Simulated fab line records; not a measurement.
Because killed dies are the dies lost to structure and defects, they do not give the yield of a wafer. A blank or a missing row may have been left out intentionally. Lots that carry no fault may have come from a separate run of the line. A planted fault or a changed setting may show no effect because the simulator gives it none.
Which tool is to blame? + flow n5Finfet + 72 wafers from 24 lots sampled at 4 of the route's 1938 steps

## WHAT THE GAUGES READ, wafer by wafer
N5_BEOL_M3_OCD_MEAS_38. Usual: 54.9 nm for trenchDepthNm, sd 1.3.
| lot  | measured     | on     | trenchDepthNm (nm) | flag |
|------|--------------|--------|--------------------|------|
| L074 | day 8 06:26  | ocd-01 | 54.4 54.4 56.0     |      |
| L075 | day 8 10:01  | ocd-02 | 55.5 56.3 53.0     |      |
| L078 | day 8 13:25  | ocd-01 | 52.8 56.0 53.3     |      |
| L076 | day 8 13:28  | ocd-02 | 53.1 54.2 53.6     |      |
| L077 | day 8 16:06  | ocd-01 | 54.7 53.4 54.8     |      |
| L080 | day 8 16:08  | ocd-02 | 56.0 55.9 56.1     |      |
| L079 | day 8 16:19  | ocd-01 | 54.3 53.4 55.7     |      |
| L081 | day 8 19:53  | ocd-02 | 54.9 55.2 55.7     |      |
| L082 | day 9 15:32  | ocd-02 | 53.1 55.4 53.3     |      |
| L083 | day 9 15:24  | ocd-01 | 52.6 55.9 52.4     |      |
| L084 | day 10 02:57 | ocd-01 | 53.1 53.9 53.8     |      |
| L085 | day 10 15:17 | ocd-02 | 53.3 58.3 57.2     |      |
| L086 | day 10 19:08 | ocd-01 | 55.1 54.2 56.4     |      |
| L088 | day 11 01:46 | ocd-02 | 55.9 56.1 55.5     |      |
| L087 | day 11 12:35 | ocd-02 | 56.3 55.5 56.6     |      |
| L089 | day 11 12:42 | ocd-02 | 52.7 55.7 56.6     |      |
| L090 | day 11 19:22 | ocd-02 | 56.5 55.5 52.6     |      |
| L092 | day 11 12:35 | ocd-02 | 54.9 53.3 55.5     |      |
| L091 | day 11 19:52 | ocd-02 | 55.7 56.2 55.7     |      |
| L093 | day 12 03:06 | ocd-02 | 52.8 54.4 55.8     |      |
| L094 | day 12 03:59 | ocd-02 | 53.5 55.8 54.8     |      |
| L096 | day 12 22:26 | ocd-02 | 53.4 54.4 56.7     |      |
| L095 | day 13 09:02 | ocd-02 | 54.3 55.3 57.1     |      |
| L097 | day 13 17:44 | ocd-01 | 55.4 56.2 55.6     |      |

## WHICH TOOL RAN EACH LOT (tool, then ch and the chambers of the sampled wafers, then the start)
| lot  | N5_BEOL_M2_SPUTTER_86       | N5_BEOL_M3_DESCUM_33              | N5_BEOL_M3_TRENCH_ETCH_37                    |
|------|-----------------------------|-----------------------------------|----------------------------------------------|
| L074 | pvdSputter-01, day 7 23:58  | rieDiel-04 ch 0,1, day 8 04:38    | rieDiel-05 ch 0,1,2, day 8 06:26 or earlier  |
| L075 | pvdSputter-03, day 8 04:47  | rieDiel-02 ch 0,1, day 8 09:09    | rieDiel-02 ch 0,2,3, day 8 10:01 or earlier  |
| L078 | pvdSputter-01, day 8 05:11  | rieDiel-05 ch 0,1,3, day 8 09:22  | rieDiel-02 ch 0,1,3, day 8 13:25 or earlier  |
| L076 | pvdSputter-02, day 8 05:18  | rieDiel-04 ch 0,2, day 8 09:38    | rieDiel-05 ch 0,1, day 8 13:28 or earlier    |
| L077 | pvdSputter-03, day 8 08:41  | rieDiel-04 ch 0,2,3, day 8 14:37  | rieDiel-02 ch 1,2,3, day 8 16:06 or earlier  |
| L080 | pvdSputter-01, day 8 09:24  | rieDiel-04 ch 1,2, day 8 14:54    | rieDiel-04 ch 1,2, day 8 16:08 or earlier    |
| L079 | pvdSputter-03, day 8 10:32  | rieDiel-02 ch 1,2, day 8 15:10    | rieDiel-05 ch 0,1,3, day 8 16:19 or earlier  |
| L081 | pvdSputter-02, day 8 11:53  | rieDiel-05 ch 0,1,3, day 8 15:48  | rieDiel-04 ch 0,3, day 8 19:53 or earlier    |
| L082 | pvdSputter-02, day 8 21:42  | rieDiel-05 ch 0,3, day 9 03:32    | rieDiel-05 ch 1,3, day 9 15:32 or earlier    |
| L083 | pvdSputter-02, day 9 03:52  | rieDiel-02 ch 0,1,3, day 9 09:04  | rieDiel-02 ch 0,1,3, day 9 15:24 or earlier  |
| L084 | pvdSputter-01, day 9 14:19  | rieDiel-05 ch 0,1,3, day 9 20:41  | rieDiel-02 ch 0,1, day 10 02:57 or earlier   |
| L085 | pvdSputter-03, day 10 01:55 | rieDiel-05 ch 0,1, day 10 07:31   | rieDiel-02 ch 1,2, day 10 15:17 or earlier   |
| L086 | pvdSputter-02, day 10 07:55 | rieDiel-04 ch 1,2, day 10 13:19   | rieDiel-02 ch 0,3, day 10 19:08 or earlier   |
| L088 | pvdSputter-03, day 10 20:37 | rieDiel-02 ch 0,1,2, day 11 00:47 | rieDiel-04 ch 1,2,3, day 11 01:46 or earlier |
| L087 | pvdSputter-02, day 10 23:59 | rieDiel-05 ch 1,2, day 11 04:05   | rieDiel-04 ch 2,3, day 11 12:35 or earlier   |
| L089 | pvdSputter-01, day 11 00:02 | rieDiel-04 ch 1,3, day 11 04:43   | rieDiel-05 ch 1,2,3, day 11 12:42 or earlier |
| L090 | pvdSputter-02, day 11 02:02 | rieDiel-05 ch 0,2, day 11 07:16   | rieDiel-02 ch 1,2,3, day 11 19:22 or earlier |
| L092 | pvdSputter-01, day 11 03:56 | rieDiel-04 ch 0,2,3, day 11 08:20 | rieDiel-02 ch 0,3, day 11 12:35 or earlier   |
| L091 | pvdSputter-02, day 11 05:18 | rieDiel-02 ch 0,1, day 11 10:47   | rieDiel-04 ch 0,3, day 11 19:52 or earlier   |
| L093 | pvdSputter-03, day 11 14:31 | rieDiel-02 ch 0,1, day 11 20:49   | rieDiel-05 ch 0,1,3, day 12 03:06 or earlier |
| L094 | pvdSputter-01, day 11 17:50 | rieDiel-04 ch 0,2,3, day 12 00:47 | rieDiel-04 ch 0,3, day 12 03:59 or earlier   |
| L096 | pvdSputter-02, day 12 06:20 | rieDiel-04 ch 1,2,3, day 12 10:39 | rieDiel-02 ch 1,2, day 12 22:26 or earlier   |
| L095 | pvdSputter-02, day 12 19:45 | rieDiel-04 ch 0,1,3, day 13 00:26 | rieDiel-02 ch 1,2,3, day 13 09:02 or earlier |
| L097 | pvdSputter-01, day 13 07:04 | rieDiel-05 ch 0,1,3, day 13 11:02 | rieDiel-04 ch 2,3, day 13 17:44 or earlier   |
- N5_BEOL_M2_SPUTTER_86: material Cu, target thk 4.5 nm, time 8.29 s.
- N5_BEOL_M3_DESCUM_33: chemistry O2, time 7 s.
- N5_BEOL_M3_TRENCH_ETCH_37: etches SiOC in C4F6/O2, target depth 55.555 nm, time 29.2 s.

## WHAT THE TOOLS THEMSELVES READ (means of the sampled wafers that have a number; where no wafer has one, the mark that the record gives instead)
N5_BEOL_M2_SPUTTER_86. Usual: 30.1 % for throttleValvePct, sd 0.89.
| lot  | tool          | throttleValvePct (%) | flag |
|------|---------------|----------------------|------|
| L074 | pvdSputter-01 | 28.8                 |      |
| L075 | pvdSputter-03 | 31.0                 |      |
| L078 | pvdSputter-01 | 29.8                 |      |
| L076 | pvdSputter-02 | 29.6                 |      |
| L077 | pvdSputter-03 | 31.1                 |      |
| L080 | pvdSputter-01 | 30.1                 |      |
| L079 | pvdSputter-03 | 31.1                 |      |
| L081 | pvdSputter-02 | 30.3                 |      |
| L082 | pvdSputter-02 | 30.1                 |      |
| L083 | pvdSputter-02 | 30.0                 |      |
| L084 | pvdSputter-01 | 29.4                 |      |
| L085 | pvdSputter-03 | 31.3                 |      |
| L086 | pvdSputter-02 | 30.0                 |      |
| L088 | pvdSputter-03 | 31.2                 |      |
| L087 | pvdSputter-02 | 29.9                 |      |
| L089 | pvdSputter-01 | 29.6                 |      |
| L090 | pvdSputter-02 | 29.7                 |      |
| L092 | pvdSputter-01 | 29.5                 |      |
| L091 | pvdSputter-02 | 30.0                 |      |
| L093 | pvdSputter-03 | 30.9                 |      |
| L094 | pvdSputter-01 | 29.9                 |      |
| L096 | pvdSputter-02 | 30.1                 |      |
| L095 | pvdSputter-02 | 30.0                 |      |
| L097 | pvdSputter-01 | 29.6                 |      |

N5_BEOL_M3_DESCUM_33. Usual: drypumpMotorCurrentA 5.6 A, standard deviation 0.5; oesProductAu 0.79 a.u., standard deviation 0.098; rfVppV 243.5 V, standard deviation 1.3; showerheadPlenumPTorr 2.12 Torr, standard deviation 0.076; throttleValvePct 20.4 %, standard deviation 0.34.
| lot  | tool       | drypumpMotorCurrentA (A) | oesProductAu (a.u.) | rfVppV (V) | showerheadPlenumPTorr (Torr) | throttleValvePct (%) | flag |
|------|------------|--------------------------|---------------------|------------|------------------------------|----------------------|------|
| L074 | rieDiel-04 | 5.9                      | 0.77                | 243.4      | 2.09                         | 20.5                 |      |
| L075 | rieDiel-02 | 6.0                      | 0.73                | 243.4      | 2.11                         | 20.6                 |      |
| L078 | rieDiel-05 | 5.8                      | 0.70                | 243.0      | 2.10                         | 20.6                 |      |
| L076 | rieDiel-04 | 5.0                      | 0.85                | 244.3      | 2.18                         | 20.4                 |      |
| L077 | rieDiel-04 | 5.1                      | 0.89                | 243.8      | 2.17                         | 20.1                 |      |
| L080 | rieDiel-04 | 5.8                      | 0.72                | 242.0      | 2.05                         | 20.7                 |      |
| L079 | rieDiel-02 | 5.8                      | 0.70                | 243.2      | 2.14                         | 20.7                 |      |
| L081 | rieDiel-05 | 5.8                      | 0.70                | 243.1      | 2.10                         | 20.7                 |      |
| L082 | rieDiel-05 | 6.1                      | 0.70                | 243.3      | 2.13                         | 20.8                 |      |
| L083 | rieDiel-02 | 5.8                      | 0.78                | 243.7      | 2.16                         | 20.5                 |      |
| L084 | rieDiel-05 | 5.8                      | 0.69                | 242.9      | 2.10                         | 20.7                 |      |
| L085 | rieDiel-05 | 5.9                      | 0.69                | 244.1      | 2.09                         | 20.5                 |      |
| L086 | rieDiel-04 | 5.3                      | 0.76                | 242.6      | 2.09                         | 20.6                 |      |
| L088 | rieDiel-02 | 5.8                      | 0.80                | 243.3      | 2.11                         | 20.6                 |      |
| L087 | rieDiel-05 | 5.6                      | 0.75                | 242.9      | 2.04                         | 20.3                 |      |
| L089 | rieDiel-04 | 5.4                      | 0.79                | 243.1      | 2.06                         | 20.1                 |      |
| L090 | rieDiel-05 | 6.3                      | 0.75                | 244.1      | 2.11                         | 20.5                 |      |
| L092 | rieDiel-04 | 5.1                      | 0.85                | 244.4      | 2.16                         | 20.1                 |      |
| L091 | rieDiel-02 | 5.9                      | 0.70                | 243.0      | 2.13                         | 20.6                 |      |
| L093 | rieDiel-02 | 6.0                      | 0.71                | 243.6      | 2.10                         | 20.7                 |      |
| L094 | rieDiel-04 | 5.1                      | 0.84                | 244.1      | 2.16                         | 20.2                 |      |
| L096 | rieDiel-04 | 5.4                      | 0.87                | 244.0      | 2.16                         | 20.3                 |      |
| L095 | rieDiel-04 | 5.5                      | 0.90                | 244.9      | 2.20                         | 20.2                 |      |
| L097 | rieDiel-05 | 5.8                      | 0.77                | 243.3      | 2.09                         | 20.6                 |      |

N5_BEOL_M3_TRENCH_ETCH_37. Usual: drypumpMotorCurrentA 5.6 A, standard deviation 0.43; mfcArSccm 299.9 sccm, standard deviation 0.9; oesProductAu 0.79 a.u., standard deviation 0.098; rfVppV 668 V, standard deviation 19; showerheadPlenumPTorr 2.88 Torr, standard deviation 0.09; throttleValvePct 20.9 %, standard deviation 0.3.
| lot  | tool       | drypumpMotorCurrentA (A) | mfcArSccm (sccm) | oesProductAu (a.u.) | rfVppV (V) | showerheadPlenumPTorr (Torr) | throttleValvePct (%) | flag |
|------|------------|--------------------------|------------------|---------------------|------------|------------------------------|----------------------|------|
| L074 | rieDiel-05 | 6.0                      | 300.3            | 0.79                | 668        | 2.85                         | 20.8                 |      |
| L075 | rieDiel-02 | 5.7                      | 300.7            | 0.77                | 669        | 2.88                         | 21.0                 |      |
| L078 | rieDiel-02 | 5.8                      | 299.3            | 0.78                | 671        | 2.93                         | 20.9                 |      |
| L076 | rieDiel-05 | 6.2                      | 300.8            | 0.70                | 682        | 2.91                         | 21.2                 |      |
| L077 | rieDiel-02 | 5.6                      | 299.7            | 0.76                | 662        | 2.92                         | 21.0                 |      |
| L080 | rieDiel-04 | 5.8                      | 300.1            | 0.73                | 665        | 2.79                         | 21.1                 |      |
| L079 | rieDiel-05 | 5.8                      | 299.8            | 0.70                | 670        | 2.84                         | 21.0                 |      |
| L081 | rieDiel-04 | 5.1                      | 300.5            | 0.90                | 688        | 2.96                         | 20.5                 |      |
| L082 | rieDiel-05 | 5.4                      | 300.1            | 0.68                | 659        | 2.78                         | 20.8                 |      |
| L083 | rieDiel-02 | 5.7                      | 300.3            | 0.77                | 671        | 2.93                         | 20.9                 |      |
| L084 | rieDiel-02 | 6.0                      | 299.5            | 0.71                | 673        | 2.87                         | 21.0                 |      |
| L085 | rieDiel-02 | 5.7                      | 299.2            | 0.90                | 654        | 2.86                         | 21.0                 |      |
| L086 | rieDiel-02 | 5.6                      | 298.6            | 0.81                | 676        | 2.94                         | 20.7                 |      |
| L088 | rieDiel-04 | 5.4                      | 299.5            | 0.78                | 665        | 2.85                         | 20.9                 |      |
| L087 | rieDiel-04 | 4.9                      | 300.5            | 0.82                | 648        | 2.89                         | 20.7                 |      |
| L089 | rieDiel-05 | 5.5                      | 299.9            | 0.85                | 654        | 2.76                         | 20.7                 |      |
| L090 | rieDiel-02 | 5.6                      | 300.2            | 0.83                | 661        | 2.91                         | 20.9                 |      |
| L092 | rieDiel-02 | 5.6                      | 299.3            | 0.80                | 676        | 2.93                         | 20.8                 |      |
| L091 | rieDiel-04 | 5.1                      | 300.1            | 0.87                | 687        | 2.95                         | 20.5                 |      |
| L093 | rieDiel-05 | 5.7                      | 299.9            | 0.77                | 670        | 2.83                         | 21.0                 |      |
| L094 | rieDiel-04 | 5.2                      | 299.8            | 0.86                | 694        | 2.97                         | 20.4                 |      |
| L096 | rieDiel-02 | 5.8                      | 300.1            | 0.78                | 656        | 2.90                         | 21.1                 |      |
| L095 | rieDiel-02 | 5.7                      | 299.5            | 0.82                | 661        | 2.91                         | 20.9                 |      |
| L097 | rieDiel-04 | 5.0                      | 299.7            | 0.81                | 663        | 2.90                         | 20.7                 |      |

## THE ANSWER, worked out from the rows above alone
Rule: lot off if the mean of its wafers having a number is beyond 3 standard deviations from the usual mean. Also off: a lot with no number at a reading for which 4 or more lots have one. The other lots that the step has rows for count as sound. After the gauges, taken in route order, come the tools' own readings; for these a lot's mean is taken, as printed above. The first step at which some lot is off is used, and at that step the reading that is off furthest; a lot without a number counts as furthest.
Across all readings shown, no lot is off: no conclusion can be drawn from this.

## WHAT THE SIMULATOR HAD PUT IN
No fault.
